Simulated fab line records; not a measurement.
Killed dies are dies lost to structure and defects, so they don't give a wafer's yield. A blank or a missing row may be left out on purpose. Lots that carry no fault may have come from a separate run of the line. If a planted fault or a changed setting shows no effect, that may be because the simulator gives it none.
fab line records	flow n5_finfet
record: lots: 10	wafers: 29	last_day: 18
route steps=1938 shown ZERO_LAYER@17 WELL_APT@44 BEOL_M4@1111 PASSIVATION@1936
lots that met no fault: from a run of the same line without faults
start_h: start of the lot's first displayed wafer, in hours after the record's first day	wait_h: hours from the lot's prior step to this one	" the same as in the row above	L1.1+2: a row that stands for several wafers	- no value, or no start was given	* or withheld: withheld	< > ~ a bound
route shown NAME@n: NAME is a module with steps in the file, n the number in the route of the first one	usual: average and standard deviation across the fault-free wafers	same: alike in all rows	chamber/n: place in a boat	sites: the reading at each site	_std_site: standard deviation of those values	_edge_site: mean of outer sites minus mean of inner sites	radius_mm: for every site, how far away it sits from the centre of the wafer	mask NAME#n: copy n	behind: the last tool/chamber to shape the wafer	hold: what put the lot on hold/how long, in hours/how the hold closed	device: transistor that didn't switch, given as n, p or np	end of line: the same wafers' tests at the end of the route	a step given without rows: its recipe and nothing more	killed: dies lost to structure and defects at the first sort, not the wafer's yield	map: per-die view of a wafer (x killed, . not killed, _ where there is no die)
set.NAME: the setting that was run; set.NAME@STEP: the one run at that earlier step	model.NAME: the simulator's own value behind a step, which no gauge read
a sample of lots followed through the steps of the route, with each step as a table and each wafer as a row
services: the hour from which a tool's chamber was out of use, counted from the record's first day as start_h (under 0 if before that day), plus the number of hours and why
== steps ==
step: N5_ZERO_LAYER_STRIP_24
recipe: chemistry: O2	power_w: 1000	temp_c: 250	overash_fraction: 0.3	pressure_mtorr: 1000	o2_flow_sccm: 6750
usual: drypump_motor_current_A: 5.5/0.65	heater_power_w: 328/14	oes_product_au: 0.647/0.0045	strip_time_to_endpoint_s: 43.88/0.088	temp_c: 250.01/0.19
lot.wafer	tool	chamber	start_h	wait_h	drypump_motor_current_A	heater_power_w	oes_product_au	rf_hours_counter_h	strip_time_to_endpoint_s	temp_c
L418.3	plasma_asher-02	1	18.95	0.1	5.1	312	0.642	-	43.77	249.83
L418.4	"	0	"	"	5.4	333	0.647	-	43.83	250.06
L418.6	"	0	"	"	5.4	328	0.643	-	43.88	250.37
L419.2	plasma_asher-01	0	25.04	0.1	6.7	340	0.649	71	43.88	249.87
L419.4	"	0	"	"	6.7	332	0.651	-	43.94	250.02
L419.5	"	0	"	"	6.8	336	0.643	-	43.94	250.25
L421.2	plasma_asher-01	0	36.92	0.1	6.7	334	0.650	73	43.95	250.06
L421.4	"	0	"	"	6.7	339	0.643	-	43.98	250.05
L421.6	"	1	"	"	5.0	345	0.643	-	43.96	249.93
L423.3	plasma_asher-02	1	49.09	0.1	5.1	310	0.647	-	43.87	250.08
L423.4	"	0	"	"	5.4	329	0.656	-	43.90	249.81
L430.3	plasma_asher-01	1	91.08	0.1	5.0	337	0.649	-	43.88	250.33
L430.5	"	0	"	"	6.8	333	0.651	-	43.95	249.88
L430.6	"	1	"	"	5.0	333	0.642	-	43.76	249.88
L431.3	plasma_asher-02	0	97.38	0.1	5.4	326	0.650	-	43.91	249.77
L431.5	"	0	"	"	5.4	326	0.653	-	43.90	250.19
L431.6	"	1	"	"	5.1	304	0.651	-	43.82	250.04
L432.3	plasma_asher-02	0	102.91	0.1	5.4	322	0.647	-	43.92	249.71
L432.5	"	1	"	"	5.1	303	0.649	-	43.95	249.90
L432.6	"	0	"	"	5.4	323	0.645	-	43.88	249.83
L433.1	plasma_asher-02	0	109.05	0.2	5.5	324	0.648	46	43.77	249.75
L433.4	"	1	"	"	5.1	316	0.646	-	43.79	250.29
L433.6	"	0	"	"	5.4	327	0.650	-	43.86	249.91
L435.2	plasma_asher-02	1	121.02	0.1	5.1	311	0.655	50	43.99	250.24
L435.4	"	1	"	"	5.1	316	0.653	-	44.07	250.14
L435.5	"	1	"	"	5.1	305	0.653	-	44.00	250.24
L440.2	plasma_asher-02	1	150.92	0.1	5.1	306	0.645	60	43.87	249.97
L440.3	"	0	"	"	5.4	317	0.647	-	43.73	250.14
L440.5	"	0	"	"	5.4	320	0.650	-	43.69	249.71
step: N5_WELL_APT_OVL_MEAS_26
recipe: points_per_wafer: 44
usual: PWELL_OVL: -2/4.3
lot.wafer	tool	chamber	start_h	wait_h	PWELL_OVL[nm]
L418.3	overlay-02	0	20.94	0.0	-4
L418.4	"	0	"	"	-2
L418.6	"	0	"	"	-9
L419.2	overlay-01	0	26.98	0.0	-5
L419.4	"	0	"	"	-5
L419.5	"	0	"	"	-8
L421.2	overlay-01	0	39.17	0.0	7
L421.4	"	0	"	"	3
L421.6	"	0	"	"	2
L423.3	overlay-02	0	50.88	0.0	4
L423.4	"	0	"	"	-7
L430.3	overlay-01	0	93.30	0.0	1
L430.5	"	0	"	"	6
L430.6	"	0	"	"	0
L431.3	overlay-01	0	99.44	0.0	-3
L431.5	"	0	"	"	-2
L431.6	"	0	"	"	-2
L432.3	overlay-01	0	105.23	0.0	1
L432.5	"	0	"	"	-4
L432.6	"	0	"	"	1
L433.1	overlay-02	0	113.08	0.0	-3
L433.4	"	0	"	"	-2
L433.6	"	0	"	"	-3
L435.2	overlay-02	0	123.13	0.0	1
L435.4	"	0	"	"	-2
L435.5	"	0	"	"	-4
L440.2	overlay-01	0	152.86	0.0	-8
L440.3	"	0	"	"	-4
L440.5	"	0	"	"	-10
step: N5_WELL_APT_INSPECT_27
recipe: mode: adi	inspect_instrument: macro
usual: raw_defect_count: 2.3/1.6
lot.wafer	tool	chamber	start_h	wait_h	raw_defect_count
L418.3	defect_inspect-02	-	20.96	0.0	2
L418.4	"	-	"	"	1
L418.6	"	-	"	"	1
L419.2	defect_inspect-02	-	27.01	0.0	2
L419.4	"	-	"	"	2
L419.5	"	-	"	"	5
L421.2	defect_inspect-01	-	39.20	0.0	2
L421.4	"	-	"	"	3
L421.6	"	-	"	"	2
L423.3	defect_inspect-02	-	50.91	0.0	4
L423.4	"	-	"	"	4
L430.3	defect_inspect-02	-	93.33	0.0	1
L430.5	"	-	"	"	3
L430.6	"	-	"	"	1
L431.3	defect_inspect-01	-	99.47	0.0	4
L431.5	"	-	"	"	2
L431.6	"	-	"	"	1
L432.3	defect_inspect-01	-	105.25	0.0	1
L432.5	"	-	"	"	1
L432.6	"	-	"	"	3
L433.1	defect_inspect-02	-	113.10	0.0	1
L433.4	"	-	"	"	2
L433.6	"	-	"	"	3
L435.2	defect_inspect-02	-	123.15	0.0	4
L435.4	"	-	"	"	1
L435.5	"	-	"	"	2
L440.2	defect_inspect-01	-	152.89	0.0	1
L440.3	"	-	"	"	4
L440.5	"	-	"	"	1
step: N5_WELL_APT_IMPLANT_32
recipe: species: BF2	energy_kev: 50	dose_cm2: 2e+13	tilt_deg: 0	rotation_deg: 0
usual: dose_ions_cm2: 1.9997e+13/2.1e+10	faraday_current_uA: 254/5.3	rotation_deg: 0.003/0.02
lot.wafer	tool	chamber	start_h	wait_h	dose_ions_cm2	faraday_current_uA	rotation_deg
L418.3	implanter-01	0	21.33	0.1	1.9999e+13	251	0.012
L418.4	"	0	"	"	2.0009e+13	246	0.048
L418.6	"	0	"	"	2.0023e+13	266	0.023
L419.2	implanter-02	0	27.50	0.1	1.9959e+13	251	0.014
L419.4	"	0	"	"	2.0011e+13	255	0.022
L419.5	"	0	"	"	2.0004e+13	257	0.005
L421.2	implanter-02	0	39.54	0.1	2.0009e+13	253	0.036
L421.4	"	0	"	"	1.996e+13	260	0.041
L421.6	"	0	"	"	1.9998e+13	250	0.010
L423.3	implanter-02	0	51.40	0.1	1.9992e+13	256	-0.020
L423.4	"	0	"	"	2.0005e+13	257	0.004
L430.3	implanter-02	0	93.97	0.1	1.3982e+13	183	0.014
L430.5	"	0	"	"	1.3951e+13	175	0.007
L430.6	"	0	"	"	1.3942e+13	182	-0.008
L431.3	implanter-01	0	99.84	0.1	2.0023e+13	254	0.046
L431.5	"	0	"	"	1.9955e+13	262	0.000
L431.6	"	0	"	"	2.0012e+13	248	0.020
L432.3	implanter-02	0	106.89	0.1	1.3923e+13	181	-0.012
L432.5	"	0	"	"	1.3939e+13	179	-0.001
L432.6	"	0	"	"	1.3938e+13	178	-0.003
L433.1	implanter-02	0	115.61	0.1	1.3935e+13	183	0.004
L433.4	"	0	"	"	1.3936e+13	180	-0.021
L433.6	"	0	"	"	1.3926e+13	178	-0.020
L435.2	implanter-01	0	123.88	0.1	2.0049e+13	253	0.004
L435.4	"	0	"	"	2.0003e+13	259	-0.009
L435.5	"	0	"	"	1.999e+13	251	0.018
L440.2	implanter-01	0	153.23	0.1	2.0008e+13	248	0.004
L440.3	"	0	"	"	1.9981e+13	245	0.014
L440.5	"	0	"	"	2.0023e+13	252	0.004
step: N5_BEOL_M4_RC_MEAS_101
usual: CJ_N: 4.34/0.12	DIBL_N: 36.2/2.4	DIBL_P: 36.2/2.6	IOFF_N: 0.16/0.045	IOFF_P: 0.21/0.046	ION_N: 674/17	ION_P: 463/11	SS_N: 71.5/0.77	SS_P: 73.1/0.76	VT_N: 250/3.9	VT_P: -250/3.9
lot.wafer	tool	chamber	start_h	wait_h	CJ_N	DIBL_N[mV/V]	DIBL_P[mV/V]	IOFF_N[nA/um]	IOFF_P[nA/um]	ION_N[uA/um]	ION_P[uA/um]	SS_N[mV/dec]	SS_P[mV/dec]	VT_N[mV]	VT_P[mV]
L418.3	prober-02	0	162.94	0.3	4.06	32.4	31.4	0.10	0.13	667	456	69.5	71.9	254	-258
L418.4	"	0	"	"	4.25	30.5	28.2	0.07	0.10	649	448	69.5	70.9	261	-261
L418.6	"	0	"	"	4.06	37.0	37.0	0.18	0.20	678	463	71.2	73.7	249	-252
L419.2	prober-01	0	165.86	0.2	4.16	34.6	37.3	0.13	0.16	646	439	71.7	73.4	258	-258
L419.4	"	0	"	"	4.10	32.8	36.1	0.12	0.15	677	470	71.7	72.2	253	-257
L419.5	"	0	"	"	4.04	31.4	34.6	0.10	0.14	658	457	70.6	72.7	255	-258
L421.2	prober-01	0	185.97	0.2	4.23	37.8	36.7	0.15	0.17	669	445	72.4	73.7	253	-258
L421.4	"	0	"	"	4.11	38.2	37.9	0.16	0.20	678	464	71.1	74.5	250	-256
L421.6	"	0	"	"	4.26	36.8	35.4	0.12	0.16	644	438	72.1	73.0	257	-257
L423.3	prober-02	0	238.88	0.3	4.34	36.6	37.4	0.16	0.21	689	469	71.8	73.1	249	-250
L423.4	"	0	"	"	4.22	36.7	37.1	0.17	0.20	683	461	71.7	73.0	249	-253
L430.3	prober-01	0	251.77	0.3	3.55	36.7	35.5	0.17	0.25	676	467	72.5	73.8	248	-247
L430.5	"	0	"	"	3.66	38.2	35.6	0.24	0.24	679	466	73.8	73.7	245	-247
L430.6	"	0	"	"	3.57	35.3	33.6	0.15	0.21	684	476	71.1	73.0	250	-251
L431.3	prober-01	0	254.58	0.3	4.27	39.9	39.5	0.23	0.33	676	469	73.1	74.4	246	-244
L431.5	"	0	"	"	4.16	36.7	35.6	0.16	0.24	674	469	71.7	73.7	250	-247
L431.6	"	0	"	"	4.22	36.6	35.2	0.16	0.24	696	476	71.7	73.8	250	-246
L432.3	prober-01	0	257.52	0.3	3.53	35.9	38.0	0.19	0.21	690	468	71.7	73.2	246	-251
L432.5	"	0	"	"	3.64	34.8	36.0	0.16	0.18	694	468	71.3	72.8	248	-252
L432.6	"	0	"	"	3.64	36.5	37.9	0.17	0.20	668	458	72.0	73.8	250	-252
L433.1	prober-02	0	259.19	0.0	3.62	35.1	33.0	0.13	0.20	684	473	71.2	72.7	250	-248
L433.4	"	0	"	"	3.65	37.4	34.1	0.16	0.20	658	452	72.2	73.2	251	-250
L433.6	"	0	"	"	3.71	40.2	36.2	0.26	0.26	641	453	73.9	73.6	247	-246
L435.2	prober-02	0	279.63	0.2	4.33	37.8	38.2	0.20	0.24	681	466	71.0	73.6	243	-247
L435.4	"	0	"	"	4.19	36.7	37.2	0.18	0.22	684	465	71.7	73.4	248	-251
L435.5	"	0	"	"	4.52	36.5	35.5	0.17	0.19	670	459	71.9	72.6	248	-249
L440.2	prober-01	0	319.56	0.9	4.33	33.8	34.0	0.13	0.21	661	458	71.6	72.5	253	-248
L440.3	"	0	"	"	4.44	38.3	38.9	0.21	0.28	687	475	71.9	73.3	247	-245
L440.5	"	0	"	"	4.28	32.8	33.3	0.12	0.19	688	477	72.0	71.6	253	-250
step: N5_PASSIVATION_PROBE_49
usual: defect_limited_yield: 91.2/1.4	killed_at_M0_to_M3: 33/9.5	killed_at_M4_up: 13/4.7	killed_at_contacts: 11/5.3	killed_at_front_end: 42/12	killed_at_other: 5/3.3	killed_dies: 104/17	killed_open: 67/12	killed_short: 33/7.7	sort_bin_5_function: 5.1/0.94	sort_bin_6_memory: 3.3/0.67	sort_bin_8_speed: 0.1/1.3	sort_n_pass: 1074/24	sort_yield_pct: 91.1/2
same: gross_dies: 1180	killed_at_back_side: 0	sort_bin_4_leakage[%]: 0
lot.wafer	tool	chamber	start_h	wait_h	defect_limited_yield[%]	killed_at_M0_to_M3	killed_at_M4_up	killed_at_contacts	killed_at_front_end	killed_at_other	killed_dies	killed_open	killed_short	sort_bin_5_function[%]	sort_bin_6_memory[%]	sort_bin_8_speed[%]	sort_n_pass	sort_yield_pct[%]
L423.3	prober-01	-	366.75	0.1	92.2	28	11	7	43	3	92	57	25	4.0	3.1	0	1088	92.2
L423.4	prober-01	-	366.80	0.2	90.8	40	15	5	46	3	109	74	32	5.0	4.0	0	1071	90.8
L433.6	prober-02	-	392.05	0.3	89.6	30	14	6	72	1	123	83	33	6.8	3.1	0	1057	89.6
killed by level:class
L423.3 BEOL_M2:geometric_particle:open=13 HKMG_FIN:area_etch=8 FIN_SAQP:geometric_particle:open=6 DUMMY_GATE:geometric_particle:open=6 FIN_SAQP:geometric_particle:short=5 STI_FIN_REVEAL:geometric_particle:open=4 MOL_CONTACT_COAG:geometric_particle:open=4 GATE_CUT:geometric_particle:open=3
L423.4 STI_FIN_REVEAL:geometric_particle:open=17 BEOL_M2:geometric_particle:open=16 STI_FIN_REVEAL:geometric_particle:short=5 BEOL_M1:geometric_particle:open=5 BEOL_M5:geometric_particle:open=5 GATE_CUT:geometric_particle:short=4 MOL_CONTACT_COAG:geometric_particle:open=4 BEOL_M0_SAQP:geometric_particle:short=4
L433.6 FIN_SAQP:geometric_particle:open=17 STI_FIN_REVEAL:geometric_particle:open=16 BEOL_M2:geometric_particle:open=10 FIN_SAQP:geometric_particle:short=9 BEOL_M0_SAQP:geometric_particle:open=7 MOL_CONTACT_COAG:geometric_particle:open=6 GATE_CUT:geometric_particle:open=5 BEOL_M0_SAQP:geometric_particle:short=5
== services ==
tool	chamber	start_h	hours	kind
plasma_asher-01	-	64.56	1.5	repair
plasma_asher-01	-	66.56	2.4	repair
implanter-02	-	66.68	1.0	repair
implanter-01	-	84.94	5.9	repair
plasma_asher-01	-	96.73	40.1	repair
implanter-02	-	104.80	1.2	repair
implanter-02	-	120.73	2.4	repair
implanter-01	-	139.63	1.8	repair
== key ==
first_sign: step: N5_WELL_APT_IMPLANT_32	reading: dose_ions_cm2	direction: down	sigmas: 99+	usual: 1.9997e+13	struck: 1.3941e+13
effect: step: N5_WELL_APT_IMPLANT_32	reading: faraday_current_uA	direction: down	sigmas: 14	usual: 254	struck: 180
effect: step: N5_BEOL_M4_RC_MEAS_101	reading: CJ_N	direction: down	sigmas: 6	usual: 4.34	struck: 3.62
met_at N5_WELL_APT_IMPLANT_32
struck_lots L430,L432,L433
not_acting_at N5_ZERO_LAYER_STRIP_24,N5_WELL_APT_OVL_MEAS_26,N5_WELL_APT_INSPECT_27
onset_between 51.40 93.97
fault: kind: process_parameter_drift	tool: implanter-02	chamber: -	onset_h: 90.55	steps: N5_WELL_APT_IMPLANT_32	channel: dose_cm2	offset: -6.049e+12	shape: step	end_h: 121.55	acts_in: these_recipes_only	stated: 2e+13
